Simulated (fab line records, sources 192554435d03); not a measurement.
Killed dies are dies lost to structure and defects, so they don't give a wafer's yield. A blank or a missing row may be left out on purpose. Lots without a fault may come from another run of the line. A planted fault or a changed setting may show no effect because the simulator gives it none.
Chamber matching | flow n5_finfet | N5_MIM_TOP_ETCH_PECVD_03 on pecvd-04: 3 sister chambers
The step deposits SiNx from SiH4/NH3/N2, target thk 20 nm, time 17.6 s. 24 wafers are shown with their chamber, then 12 later ones without.

WAFERS WITH THEIR CHAMBER
wafer  | chamber | throttle_valve_pct (%) | heater_power_w (W) | showerhead_plenum_p_Torr (Torr)
L074.3 | 2       | 39.2                   | 850                | 5.20
L074.4 | 0       | 39.4                   | 966                | 5.17
L074.6 | 2       | 39.1                   | 889                | 5.22
L079.3 | 1       | 42.0                   | 640                | 5.20
L079.4 | 0       | 39.1                   | 789                | 5.17
L079.6 | 2       | 39.5                   | 852                | 5.21
L081.2 | 1       | 42.3                   | 724                | 5.19
L081.3 | 0       | 39.4                   | 891                | 5.16
L081.5 | 2       | 39.6                   | 849                | 5.22
L083.4 | 1       | 42.2                   | 671                | 5.22
L083.5 | 0       | 39.4                   | 947                | 5.18
L083.6 | 2       | 39.9                   | 879                | 5.22
L084.2 | 2       | 39.9                   | 885                | 5.24
L084.4 | 0       | 39.5                   | 824                | 5.16
L084.6 | 2       | 39.8                   | 868                | 5.21
L085.1 | 2       | 39.7                   | 875                | 5.20
L085.2 | 1       | 42.5                   | 719                | 5.21
L085.6 | 0       | 39.2                   | 880                | 5.15
L087.2 | 1       | 42.4                   | 606                | 5.21
L087.3 | 0       | 39.0                   | 933                | 5.15
L087.6 | 0       | 39.1                   | 953                | 5.16
L090.1 | 2       | 39.8                   | 821                | 5.22
L090.3 | 0       | 39.1                   | 954                | 5.16
L090.5 | 2       | 39.8                   | 829                | 5.22

SIGNATURES (means of the wafers above)
reading                  | chamber 0 | chamber 1 | chamber 2 | scatter within a chamber
throttle_valve_pct       | 39.244    | 42.280    | 39.630    | 0.232
heater_power_w           | 904.11    | 672.00    | 859.70    | 47.3
showerhead_plenum_p_Torr | 5.1622    | 5.2060    | 5.2160    | 0.0109
Rule: a wafer's distance from a chamber is the root of the sum, over the readings, of the square of ((its reading less the chamber's mean) divided by the reading's scatter). The wafer belongs to the nearest chamber; if the next one is less than 2 further off, it can't be placed. The scatter: the root of (the sum of the squares of (reading less its chamber's mean) over the shown wafers, divided by (wafers less chambers)).

WAFERS WITHOUT THEIR CHAMBER
wafer  | throttle_valve_pct (%) | heater_power_w (W) | showerhead_plenum_p_Torr (Torr)
L089.2 | 39.9                   | 805                | 5.23
L089.4 | 39.9                   | 809                | 5.22
L089.6 | 40.1                   | 794                | 5.23
L092.1 | 39.3                   | 832                | 5.16
L092.3 | 40.3                   | 793                | 5.21
L092.4 | 39.4                   | 855                | 5.17
L094.2 | 36.8                   | 676                | 5.18
L094.3 | 40.2                   | 818                | 5.22
L094.5 | 39.4                   | 926                | 5.16
L093.1 | 36.8                   | 722                | 5.19
L093.5 | 40.1                   | 819                | 5.20
L093.6 | 39.2                   | 886                | 5.17

WHICH CHAMBER EACH WENT THROUGH
wafer  | from the rows above     | in truth
L089.2 | 2                       | 2
L089.4 | 2                       | 2
L089.6 | 2                       | 2
L092.1 | 0                       | 0
L092.3 | 2                       | 2
L092.4 | 0                       | 0
L094.2 | can't be placed: 0 or 2 | 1
L094.3 | 2                       | 2
L094.5 | 0                       | 0
L093.1 | can't be placed: 0 or 2 | 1
L093.5 | 2                       | 2
L093.6 | 0                       | 0
Placed correctly: 10 of 12. Can't be placed from these rows: 2 (the true chamber is among the candidates in 0). Placed wrongly: 0.
